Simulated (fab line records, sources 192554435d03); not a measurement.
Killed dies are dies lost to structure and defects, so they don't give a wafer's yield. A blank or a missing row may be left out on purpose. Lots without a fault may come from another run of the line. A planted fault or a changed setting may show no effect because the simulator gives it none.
Split-lot experiment | flow n5_finfet | 7 lots, 21 wafers read, on a route of 1938 steps

THE SPLIT
At N5_BEOL_M0_SAQP_SPACER1_ALD_98 (deposits SiO2, target thk 12.8 nm, pulse time 1 s, purge time 2 s), the setting ald_cycles was moved away from the recipe's 138 on 8 of the 21 wafers read, by -8.0% to +10.1%. The other wafers ran this setting at the recipe's value.

FROM THE SPLIT TO THE READING: what the file shows between them, 2 steps
- N5_BEOL_M0_SAQP_SPACER1_ETCHBACK_99: etches SiO2 in CHF3/O2, target depth 15.4 nm, time 7.7 s
- N5_BEOL_M0_SAQP_MANDREL1_REMOVE_100: chemistry HBr/Cl2/O2, target a-Si, stops on SiNx, bt time 10 s

THE READING
cd_nm, in nm, at N5_BEOL_M0_SAQP_CD_MEAS_25 (target cd 13.1 nm). Fault-free wafers of this fab line usually give 12.79 nm, standard deviation 0.22 nm.

wafer  | tool, chamber at the split | ald_cycles as run | against the recipe | cd_nm, nm | against lot-mates on the recipe
L075.1 | ald_sin-02, 3,0            | 138               | recipe             | 12.88     | -
L075.5 | ald_sin-02, 3,0            | 138               | recipe             | 12.84     | -
L075.6 | ald_sin-02, 3              | 131               | -5.1%              | 11.92     | -0.94
L083.2 | ald_sin-02, 0              | 148               | +7.2%              | 13.54     | +1.13
L083.5 | ald_sin-02, 1              | 138               | recipe             | 12.41     | -
L083.6 | ald_sin-02, 2              | 148               | +7.2%              | 13.54     | +1.13
L086.2 | ald_sin-01, 2,3            | 138               | recipe             | 12.39     | -
L086.3 | ald_sin-01, 2,3            | 138               | recipe             | 12.38     | -
L086.4 | ald_sin-01, 0              | 131               | -5.1%              | 12.09     | -0.30
L087.1 | ald_sin-02, 2              | 138               | recipe             | 12.80     | -
L087.4 | ald_sin-02, 1,0            | 127               | -8.0%              | 11.89     | -0.91
L087.6 | ald_sin-02, 1,0            | 127               | -8.0%              | 11.52     | -1.28
L090.1 | ald_sin-04, 0              | 152               | +10.1%             | 14.26     | +1.55
L090.4 | ald_sin-04, 2              | 138               | recipe             | 12.71     | -
L090.5 | ald_sin-04, 0              | 152               | +10.1%             | 14.24     | +1.53
L091.2 | ald_sin-01, 1,2,1          | 138               | recipe             | 12.41     | -
L091.4 | ald_sin-01, 1,2,1          | 138               | recipe             | 13.31     | -
L091.6 | ald_sin-01, 1,2,1          | 138               | recipe             | 12.99     | -
L095.1 | ald_sin-01, 1              | 138               | recipe             | 12.87     | -
L095.2 | ald_sin-01, 2,0            | 138               | recipe             | 12.85     | -
L095.3 | ald_sin-01, 2,0            | 138               | recipe             | 13.17     | -
Where a row lists several chambers, the file gives one row for several wafers and doesn't say which wafer went through which chamber.

THE FIT
A straight line over all 21 wafers: cd_nm changes by +0.135 nm for each +1% of ald_cycles; r = +0.93; the points scatter about the line by 0.26 nm.
The same after taking each lot's own level away (the mean of its wafers on the recipe; 21 wafers): +0.145 nm for each +1%; r = +0.96; scatter 0.2 nm.
On that fit, the largest move of ald_cycles shifts the reading by 1.5 nm.
The lots' own levels span 12.385 to 12.963 nm, that is 2.6 times the standard deviation above.
So the lot-to-lot level changes the slope little: the two slopes agree.
Check: with one of the wafers moved furthest among these (+10.1%) left out of the fit, the line predicts +1.49 nm for it against its lot-mates. It came out at +1.55 nm against them.

THE WHOLE CHAIN: every reading that the file lists as answering this split, in the file's order
step                                | what it does                                                      | reading                                                                                     | change (the file's fit)               | r (the file's)
N5_BEOL_M0_SAQP_SPACER1_ALD_98      | deposits SiO2, target thk 12.8 nm, pulse time 1 s, purge time 2 s | SiO2_of_BEOL_M0_SAQP_SPACER1_ALD_98.thk_nm (the simulator's own value, which no gauge read) | +0.129 nm for each +1% of the setting | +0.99
N5_BEOL_M0_SAQP_MANDREL1_REMOVE_100 | chemistry HBr/Cl2/O2, target a-Si, stops on SiNx, bt time 10 s    | SiO2_of_BEOL_M0_SAQP_SPACER1_ALD_98.thk_nm (the simulator's own value, which no gauge read) | +0.124 nm for each +1% of the setting | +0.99
N5_BEOL_M0_SAQP_MANDREL1_REMOVE_100 | chemistry HBr/Cl2/O2, target a-Si, stops on SiNx, bt time 10 s    | BEOL_M0_SAQP.cd_nm (the simulator's own value, which no gauge read)                         | +0.128 nm for each +1% of the setting | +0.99
N5_BEOL_M0_SAQP_CD_MEAS_25          | target cd 13.1 nm                                                 | cd_nm                                                                                       | +0.144 nm for each +1% of the setting | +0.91

THE FILE'S OWN FIT
cd_nm changes by +0.144 nm for each +1% of ald_cycles, r = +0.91.
